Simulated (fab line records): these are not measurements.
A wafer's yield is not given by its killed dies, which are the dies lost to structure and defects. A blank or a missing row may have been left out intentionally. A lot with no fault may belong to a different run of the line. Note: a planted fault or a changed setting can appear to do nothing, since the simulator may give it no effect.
The tool behind it: which one?	flow nand_harc	Sampling: 23 lots, 69 wafers, 6 of 1159 route steps

## WHAT THE GAUGES READ, wafer by wafer
Not one reading of a measure or inspect step in the record can be checked against a usual standard deviation.

## WHAT TOOL EACH LOT RAN ON (gives the tool, then ch and the chambers of the sampled wafers, and finally the start)
lot	NHARC_A_CHANNEL_HOLE_D1_ETCH_20	NHARC_A_CHANNEL_HOLE_D1_ETCH_21	NHARC_A_CHANNEL_FILL_D1_ALD_25	NHARC_A_CHANNEL_FILL_D1_RTA_24	NHARC_A_STAIRCASE_TRIM_12	NHARC_A_STAIRCASE_ETCH_23
L074	har_etch-02 ch 0,1, day 8 00:18	har_etch-02 ch 0,1, day 8 00:37	ald_hk-01 ch 2,3, day 10 02:41	rtp_anneal-02 ch 0, day 10 14:46	rie_diel-11 ch 0,3, day 10 18:22	rie_diel-11 ch 0,3, no start
L075	har_etch-02 ch 1, day 8 17:06	har_etch-02 ch 1, day 8 17:26	ald_hk-03 ch 0,1,3, day 10 14:50	rtp_anneal-01 ch 0, day 11 02:51	rie_diel-11 ch 0,2, day 11 06:28	rie_diel-04 ch 0,1, no start
L076	har_etch-01 ch 0, day 8 17:28	har_etch-01 ch 0, day 8 17:49	ald_hk-01 ch 2,3, day 10 14:50	rtp_anneal-02 ch 0, day 11 02:46	rie_diel-04 ch 1,2, day 11 05:52	rie_diel-11 ch 0,1,3, no start
L077	har_etch-02 ch 0,1, day 9 06:44	har_etch-02 ch 0,1, day 9 07:02	ald_hk-03 ch 0,2,3, day 11 05:37	rtp_anneal-02 ch 0, day 11 15:03	rie_diel-04 ch 0,3, day 11 18:28	rie_diel-04 ch 0,3, no start
L078	har_etch-01 ch 0,1, day 9 07:46	har_etch-01 ch 0,1, day 9 08:08	ald_hk-04 ch 2,3, day 11 03:11	rtp_anneal-01 ch 0, day 11 15:04	rie_diel-11 ch 1,2, day 11 18:16	rie_diel-11 ch 1,2,3, no start
L079	har_etch-01 ch 0,1, day 9 15:19	har_etch-01 ch 0,1, day 9 15:38	ald_hk-03 ch 0,1,2, day 11 13:03	rtp_anneal-01 ch 0, day 12 00:13	rie_diel-11 ch 0,1,2, day 12 03:16	rie_diel-11 ch 0,2,3, no start
L081	har_etch-02 ch 0,1, day 9 23:21	har_etch-02 ch 0,1, day 9 23:43	ald_hk-03 ch 1,2, day 11 18:04	rtp_anneal-01 ch 0, day 12 05:20	rie_diel-04 ch 1,2,3, day 12 08:19	rie_diel-04 ch 0,1,3, no start
L080	har_etch-01 ch 0,1, day 9 23:56	har_etch-01 ch 0,1, day 10 00:16	ald_hk-01 ch 1,2,3, day 11 19:15	rtp_anneal-02 ch 0, day 12 05:15	rie_diel-11 ch 0,2,3, day 12 08:30	rie_diel-11 ch 0,3, no start
L083	har_etch-02 ch 0,1, day 10 16:43	har_etch-02 ch 0,1, day 10 17:02	ald_hk-01 ch 0,2,3, day 12 13:44	rtp_anneal-02 ch 0, day 13 01:21	rie_diel-12 ch 0,1,3, day 13 04:35	rie_diel-12 ch 0,1,3, no start
L082	har_etch-01 ch 0,1, day 10 17:55	har_etch-01 ch 0,1, day 10 18:17	ald_hk-04 ch 1,2, day 12 13:44	rtp_anneal-02 ch 0, day 13 01:33	rie_diel-12 ch 0,2,3, day 13 04:48	rie_diel-11 ch 0,1,3, no start
L085	har_etch-02 ch 1, day 11 08:58	har_etch-02 ch 1, day 11 09:18	ald_hk-03 ch 2,3, day 13 02:17	rtp_anneal-01 ch 0, day 13 15:11	rie_diel-11 ch 0,1,2, day 13 18:22	rie_diel-04 ch 0,3, no start
L086	har_etch-02 ch 0,1, day 11 18:43	har_etch-02 ch 0,1, day 11 19:02	ald_hk-04 ch 1,2,3, day 13 15:34	rtp_anneal-01 ch 0, day 14 00:24	rie_diel-11 ch 1,3, day 14 04:02	rie_diel-04 ch 1,3, no start
L087	har_etch-01 ch 0,1, day 11 19:53	har_etch-01 ch 0,1, day 11 20:13	ald_hk-03 ch 1,2,3, day 13 12:30	rtp_anneal-02 ch 0, day 14 00:25	rie_diel-04 ch 1,3, day 14 03:28	rie_diel-12 ch 0,2, no start
L084	har_etch-02 ch 0,1, day 12 03:02	har_etch-02 ch 0,1, day 12 03:20	ald_hk-01 ch 0,1,2, day 13 20:43	rtp_anneal-01 ch 0, day 14 08:38	rie_diel-04 ch 0,1,3, day 14 11:52	rie_diel-12 ch 1,2,3, no start
L089	har_etch-01 ch 0,1, day 12 03:24	har_etch-01 ch 0,1, day 12 03:45	ald_hk-04 ch 0,2, day 13 20:43	rtp_anneal-01 ch 0, day 14 08:30	rie_diel-11 ch 0,3, day 14 11:35	rie_diel-12 ch 0,1,2, no start
L088	har_etch-02 ch 0,1, day 12 07:14	har_etch-02 ch 0,1, day 12 07:34	ald_hk-03 ch 0,1,3, day 14 02:17	rtp_anneal-01 ch 0, day 14 13:23	rie_diel-12 ch 0,2, day 14 16:38	rie_diel-12 ch 2,3, no start
L090	har_etch-01 ch 0,1, day 12 13:35	har_etch-01 ch 0,1, day 12 13:55	ald_hk-04 ch 1,2,3, day 14 07:58	rtp_anneal-01 ch 0, day 14 19:16	rie_diel-11 ch 0,1,3, day 14 22:50	rie_diel-04 ch 0,2,3, no start
L093	har_etch-02 ch 0,1, day 12 22:00	har_etch-02 ch 0,1, day 12 22:19	ald_hk-01 ch 0,1,2, day 14 20:16	rtp_anneal-01 ch 0, day 15 06:47	rie_diel-12 ch 1,2, day 15 09:50	rie_diel-04 ch 0,1, no start
L094	har_etch-01 ch 0,1, day 12 23:08	har_etch-01 ch 0,1, day 12 23:26	ald_hk-04 ch 1,3, day 14 19:03	rtp_anneal-01 ch 0, day 15 07:05	rie_diel-04 ch 1,2, day 15 10:21	rie_diel-04 ch 2,3, no start
L091	har_etch-02 ch 0,1, day 13 02:17	har_etch-02 ch 0,1, day 13 02:38	ald_hk-03 ch 0,1,2, day 14 22:39	rtp_anneal-01 ch 0, day 15 07:01	rie_diel-12 ch 0,1, day 15 10:11	rie_diel-12 ch 0,1, no start
L092	har_etch-01 ch 0,1, day 13 07:14	har_etch-01 ch 0,1, day 13 07:33	ald_hk-04 ch 2,3, day 15 02:35	rtp_anneal-01 ch 0, day 15 14:11	rie_diel-04 ch 0,2, day 15 17:24	rie_diel-04 ch 0,2,3, no start
L096	har_etch-02 ch 0,1, day 13 19:54	har_etch-02 ch 0,1, day 13 20:13	ald_hk-01 ch 0,1,2, day 15 13:58	rtp_anneal-01 ch 0, day 16 01:52	rie_diel-04 ch 0,3, day 16 05:38	rie_diel-04 ch 0,3, no start
L095	har_etch-02 ch 0,1, day 14 04:17	har_etch-02 ch 0,1, day 14 04:38	ald_hk-04 ch 0,2,3, day 16 01:47	rtp_anneal-02 ch 0, day 16 13:42	rie_diel-04 ch 1,2,3, day 16 16:49	rie_diel-04 ch 0,1,3, no start
- NHARC_A_CHANNEL_HOLE_D1_ETCH_20: etches the open film in C4F8/O2/Ar, time 361.9 s, target depth 1600 nm.
- NHARC_A_CHANNEL_HOLE_D1_ETCH_21: etches the open film in C4F8/O2/Ar, time 514.3 s, target depth 1600 nm.
- NHARC_A_CHANNEL_FILL_D1_ALD_25: deposits SiOx, target thk 60 nm, pulse time 10 s, ald cycles 600.
- NHARC_A_CHANNEL_FILL_D1_RTA_24: time 5 s.
- NHARC_A_STAIRCASE_TRIM_12: chemistry O2, time 211.2 s.
- NHARC_A_STAIRCASE_ETCH_23: etches the open film in C4F8/O2, target depth 100 nm, time 40.5 s.

## AS READ BY THE TOOLS THEMSELVES (means over the sampled wafers that have a number; for cases with no such wafer, the mark the record gives instead)
NHARC_A_CHANNEL_HOLE_D1_ETCH_20. Usual: drypump_motor_current_A 5.8 A, standard deviation 0.45; he_backside_leak_sccm 6.1 sccm, standard deviation 0.78; showerhead_plenum_p_Torr 3.837 Torr, standard deviation 0.024; temp_c -20.00 C, standard deviation 0.12; throttle_valve_pct 32.156 %, standard deviation 0.009.
lot	tool	drypump_motor_current_A (A)	he_backside_leak_sccm (sccm)	showerhead_plenum_p_Torr (Torr)	temp_c (C)	throttle_valve_pct (%)	flag
L074	har_etch-02	6.0	5.3	3.875	-19.96	32.154	
L075	har_etch-02	5.2	6.3	3.873	-19.91	32.164	
L076	har_etch-01	5.8	6.3	3.826	-19.93	32.158	
L077	har_etch-02	6.0	5.1	3.870	-20.12	32.153	
L078	har_etch-01	5.9	6.6	3.823	-19.86	32.164	
L079	har_etch-01	5.9	6.3	3.821	-20.13	32.153	
L081	har_etch-02	5.6	5.6	3.865	-20.07	32.155	
L080	har_etch-01	5.9	6.5	3.819	-19.92	32.158	
L083	har_etch-02	5.6	5.9	3.862	-20.07	32.157	
L082	har_etch-01	5.9	6.5	3.815	-20.02	32.159	
L085	har_etch-02	5.2	6.2	3.858	-20.08	32.165	
L086	har_etch-02	5.6	5.8	3.855	-20.01	32.150	
L087	har_etch-01	5.9	6.5	3.810	-20.01	32.153	
L084	har_etch-02	5.6	5.7	3.853	-19.95	32.158	
L089	har_etch-01	5.9	6.6	3.807	-20.02	32.155	
L088	har_etch-02	6.0	5.5	3.850	-19.98	32.148	
L090	har_etch-01	5.9	6.9	3.804	-20.07	32.162	
L093	har_etch-02	6.0	5.6	3.847	-20.10	32.159	
L094	har_etch-01	5.8	6.6	3.802	-20.06	32.145	
L091	har_etch-02	5.6	6.2	3.845	-19.94	32.149	
L092	har_etch-01	5.9	6.4	3.798	-20.04	32.144	
L096	har_etch-02	5.6	6.0	3.841	-19.85	32.162	
L095	har_etch-02	6.0	5.7	3.837	-19.98	32.152	

NHARC_A_CHANNEL_HOLE_D1_ETCH_21. Usual: drypump_motor_current_A 5.8 A, standard deviation 0.46; he_backside_leak_sccm 6.2 sccm, standard deviation 0.77; showerhead_plenum_p_Torr 3.837 Torr, standard deviation 0.024; temp_c -20.01 C, standard deviation 0.1; throttle_valve_pct 32.156 %, standard deviation 0.009.
lot	tool	drypump_motor_current_A (A)	he_backside_leak_sccm (sccm)	showerhead_plenum_p_Torr (Torr)	temp_c (C)	throttle_valve_pct (%)	flag
L074	har_etch-02	6.0	5.6	3.875	-19.86	32.162	
L075	har_etch-02	5.2	6.0	3.873	-20.00	32.162	
L076	har_etch-01	5.8	5.8	3.826	-19.98	32.156	
L077	har_etch-02	6.0	5.6	3.870	-20.02	32.159	
L078	har_etch-01	5.9	6.6	3.823	-20.04	32.160	
L079	har_etch-01	5.9	6.6	3.821	-20.05	32.160	
L081	har_etch-02	5.6	5.7	3.865	-19.95	32.157	
L080	har_etch-01	5.9	6.5	3.819	-19.93	32.164	
L083	har_etch-02	5.6	5.7	3.861	-20.03	32.159	
L082	har_etch-01	5.9	6.6	3.815	-19.98	32.152	
L085	har_etch-02	5.2	6.0	3.858	-19.97	32.161	
L086	har_etch-02	5.6	6.3	3.855	-19.97	32.159	
L087	har_etch-01	5.9	6.9	3.809	-19.97	32.163	
L084	har_etch-02	5.6	6.1	3.852	-19.96	32.153	
L089	har_etch-01	5.9	6.4	3.807	-20.06	32.149	
L088	har_etch-02	6.0	5.4	3.850	-20.10	32.160	
L090	har_etch-01	5.9	6.6	3.804	-20.06	32.156	
L093	har_etch-02	6.0	7.0	3.847	-19.96	32.167	
L094	har_etch-01	5.9	6.8	3.802	-20.10	32.155	
L091	har_etch-02	5.6	6.0	3.845	-19.96	32.166	
L092	har_etch-01	5.9	6.9	3.798	-20.00	32.158	
L096	har_etch-02	5.6	6.1	3.841	-20.10	32.157	
L095	har_etch-02	6.0	5.7	3.837	-19.97	32.155	

NHARC_A_CHANNEL_FILL_D1_ALD_25. Usual: heater_power_w 462 W, standard deviation 46; precursor_pulse_height_rel 1.001, standard deviation 0.02.
lot	tool	heater_power_w (W)	precursor_pulse_height_rel	flag
L074	ald_hk-01	473	0.990	
L075	ald_hk-03	463	1.016	
L076	ald_hk-01	484	1.002	
L077	ald_hk-03	438	1.001	
L078	ald_hk-04	470	1.008	
L079	ald_hk-03	461	0.996	
L081	ald_hk-03	479	1.008	
L080	ald_hk-01	465	1.012	
L083	ald_hk-01	441	1.013	
L082	ald_hk-04	428	1.004	
L085	ald_hk-03	451	0.991	
L086	ald_hk-04	477	1.000	
L087	ald_hk-03	477	0.997	
L084	ald_hk-01	447	1.008	
L089	ald_hk-04	434	1.005	
L088	ald_hk-03	467	1.011	
L090	ald_hk-04	469	1.013	
L093	ald_hk-01	453	1.009	
L094	ald_hk-04	479	1.002	
L091	ald_hk-03	465	0.995	
L092	ald_hk-04	516	0.992	
L096	ald_hk-01	450	1.000	
L095	ald_hk-04	488	1.021	

NHARC_A_CHANNEL_FILL_D1_RTA_24. Usual: lamp_power_pct 28.5 %, standard deviation 1.4; wafer_temp_C_max 1005.3, standard deviation 1.6.
lot	tool	lamp_power_pct (%)	wafer_temp_C_max	flag
L074	rtp_anneal-02	26.7	1007.2	
L075	rtp_anneal-01	29.7	1004.1	
L076	rtp_anneal-02	26.7	1007.4	
L077	rtp_anneal-02	26.8	1005.6	
L078	rtp_anneal-01	29.6	1003.9	
L079	rtp_anneal-01	29.6	1004.0	
L081	rtp_anneal-01	29.6	1004.2	
L080	rtp_anneal-02	26.7	1006.3	
L083	rtp_anneal-02	26.7	1006.8	
L082	rtp_anneal-02	26.7	1006.3	
L085	rtp_anneal-01	29.7	1004.6	
L086	rtp_anneal-01	29.6	1004.3	
L087	rtp_anneal-02	26.7	1006.4	
L084	rtp_anneal-01	29.6	1005.4	
L089	rtp_anneal-01	29.6	1004.4	
L088	rtp_anneal-01	29.6	1003.7	
L090	rtp_anneal-01	29.6	1005.0	
L093	rtp_anneal-01	29.6	1003.5	
L094	rtp_anneal-01	29.6	1004.8	
L091	rtp_anneal-01	29.6	1003.8	
L092	rtp_anneal-01	29.6	1005.0	
L096	rtp_anneal-01	29.6	1003.8	
L095	rtp_anneal-02	26.7	1006.6	

NHARC_A_STAIRCASE_TRIM_12. Usual: drypump_motor_current_A 5.6 A, standard deviation 0.51; oes_product_au 1.003 a.u., standard deviation 0.0067; rf_vpp_V 57.7 V, standard deviation 0.95; showerhead_plenum_p_Torr 3.49 Torr, standard deviation 0.16; throttle_valve_pct 17.036 %, standard deviation 0.008.
lot	tool	drypump_motor_current_A (A)	oes_product_au (a.u.)	rf_vpp_V (V)	showerhead_plenum_p_Torr (Torr)	throttle_valve_pct (%)	flag
L074	rie_diel-11	5.4	1.010	57.3	3.46	17.029	
L075	rie_diel-11	5.0	1.003	58.0	3.44	17.033	
L076	rie_diel-04	6.0	1.006	57.4	3.43	17.030	
L077	rie_diel-04	5.1	1.003	58.4	3.44	17.041	
L078	rie_diel-11	5.9	0.998	57.7	3.47	17.032	
L079	rie_diel-11	5.4	1.002	57.0	3.45	17.034	
L081	rie_diel-04	5.7	0.998	57.4	3.50	17.034	
L080	rie_diel-11	5.3	1.005	58.9	3.58	17.043	
L083	rie_diel-12	5.6	1.000	58.0	3.51	17.037	
L082	rie_diel-12	5.9	0.997	57.7	3.57	17.038	
L085	rie_diel-11	5.4	1.007	57.5	3.45	17.042	
L086	rie_diel-11	6.1	1.007	58.5	3.61	17.041	
L087	rie_diel-04	5.9	1.011	58.0	3.48	17.032	
L084	rie_diel-04	5.5	1.006	58.3	3.46	17.034	
L089	rie_diel-11	5.7	1.004	57.2	3.59	17.028	
L088	rie_diel-12	5.7	1.005	57.5	3.51	17.033	
L090	rie_diel-11	5.8	1.008	57.7	3.46	17.021	
L093	rie_diel-12	5.3	0.996	57.1	3.40	17.035	
L094	rie_diel-04	6.0	1.005	57.6	3.41	17.033	
L091	rie_diel-12	5.3	1.003	56.7	3.40	17.045	
L092	rie_diel-04	5.3	0.998	58.4	3.35	17.040	
L096	rie_diel-04	5.2	0.997	58.0	3.53	17.032	
L095	rie_diel-04	5.7	0.997	58.5	3.49	17.031	

NHARC_A_STAIRCASE_ETCH_23. Usual: oes_product_au 0.944 a.u., standard deviation 0.013; rf_vpp_V 894 V, standard deviation 5.3.
lot	tool	oes_product_au (a.u.)	rf_vpp_V (V)	flag
L074	rie_diel-11	0.945	894	
L075	rie_diel-04	0.963	890	
L076	rie_diel-11	0.948	894	
L077	rie_diel-04	0.948	893	
L078	rie_diel-11	0.951	898	
L079	rie_diel-11	0.943	898	
L081	rie_diel-04	0.953	893	
L080	rie_diel-11	0.932	893	
L083	rie_diel-12	0.932	896	
L082	rie_diel-11	0.955	894	
L085	rie_diel-04	0.958	897	
L086	rie_diel-04	0.952	896	
L087	rie_diel-12	0.950	896	
L084	rie_diel-12	0.920	895	
L089	rie_diel-12	0.930	894	
L088	rie_diel-12	0.938	898	
L090	rie_diel-04	0.956	894	
L093	rie_diel-04	0.922	890	
L094	rie_diel-04	0.934	895	
L091	rie_diel-12	0.945	891	
L092	rie_diel-04	0.947	894	
L096	rie_diel-04	0.947	892	
L095	rie_diel-04	0.935	893	

## THE ANSWER, worked out from the rows above alone
Rule: lot off if the mean of its wafers having a number is beyond 3 standard deviations from the usual mean. Also off: a lot with no number at a reading for which 4 or more lots have one. The other lots that the step has rows for count as sound. First the gauges in route order, then the tools' own readings, where a lot's mean is used as printed above. At the first step where some lot is off, the reading lying furthest off is the one used; lots without a number count as furthest.
No lot is off at any reading shown: from this, nothing can be told.

## WHAT THE SIMULATOR PUT IN
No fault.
